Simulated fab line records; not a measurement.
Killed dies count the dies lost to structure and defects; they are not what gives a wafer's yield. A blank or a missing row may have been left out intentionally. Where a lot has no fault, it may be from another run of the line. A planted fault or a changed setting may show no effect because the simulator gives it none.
Matching of chambers / flow n5_finfet / N5_FIN_CUT_ETCH_20 on rie_diel-03 has 4 sister chambers
The step etches SiARC in CF4, target depth 26 nm, time 43.3 s. 8 wafers are shown with their chamber, then 7 later ones without.

== EACH WAFER AND ITS CHAMBER ==
wafer=L082.4; chamber=0; drypump_motor_current_A (A)=5.9; showerhead_plenum_p_Torr (Torr)=2.11
wafer=L084.5; chamber=1; drypump_motor_current_A (A)=5.3; showerhead_plenum_p_Torr (Torr)=2.15
wafer=L088.4; chamber=1; drypump_motor_current_A (A)=5.3; showerhead_plenum_p_Torr (Torr)=2.15
wafer=L088.6; chamber=0; drypump_motor_current_A (A)=5.9; showerhead_plenum_p_Torr (Torr)=2.10
wafer=L090.2; chamber=2; drypump_motor_current_A (A)=6.0; showerhead_plenum_p_Torr (Torr)=2.21
wafer=L090.3; chamber=3; drypump_motor_current_A (A)=4.8; showerhead_plenum_p_Torr (Torr)=2.23
wafer=L090.5; chamber=3; drypump_motor_current_A (A)=4.9; showerhead_plenum_p_Torr (Torr)=2.23
wafer=L091.3; chamber=2; drypump_motor_current_A (A)=6.0; showerhead_plenum_p_Torr (Torr)=2.21

== WAFERS MISSING THEIR CHAMBER ==
wafer=L091.4; drypump_motor_current_A (A)=5.3; showerhead_plenum_p_Torr (Torr)=2.15
wafer=L091.6; drypump_motor_current_A (A)=5.9; showerhead_plenum_p_Torr (Torr)=2.10
wafer=L095.1; drypump_motor_current_A (A)=5.3; showerhead_plenum_p_Torr (Torr)=2.14
wafer=L095.2; drypump_motor_current_A (A)=4.8; showerhead_plenum_p_Torr (Torr)=2.23
wafer=L097.1; drypump_motor_current_A (A)=5.3; showerhead_plenum_p_Torr (Torr)=2.14
wafer=L097.3; drypump_motor_current_A (A)=4.8; showerhead_plenum_p_Torr (Torr)=2.23
wafer=L097.4; drypump_motor_current_A (A)=4.8; showerhead_plenum_p_Torr (Torr)=2.23

== WHICH CHAMBER EACH WENT THROUGH ==
wafer=L091.4; from the rows above=1; in truth=1
wafer=L091.6; from the rows above=0; in truth=0
wafer=L095.1; from the rows above=1; in truth=1
wafer=L095.2; from the rows above=3; in truth=3
wafer=L097.1; from the rows above=1; in truth=1
wafer=L097.3; from the rows above=3; in truth=3
wafer=L097.4; from the rows above=3; in truth=3
Correctly placed: 7 of 7. Not placeable from these rows: 0. Wrongly placed: 0.
How it was worked out, from the rows above alone: a wafer's distance from a chamber is the root of the sum, over the readings, of the square of ((its reading less the chamber's mean) divided by the reading's scatter). If the next closest chamber is less than 2 further off than the closest, the wafer can't be placed; otherwise it belongs to the closest. A chamber's mean is the mean of its shown wafers. The scatter: the root of (the sum of the squares of (reading less its chamber's mean) over the shown wafers, divided by (wafers less chambers)).
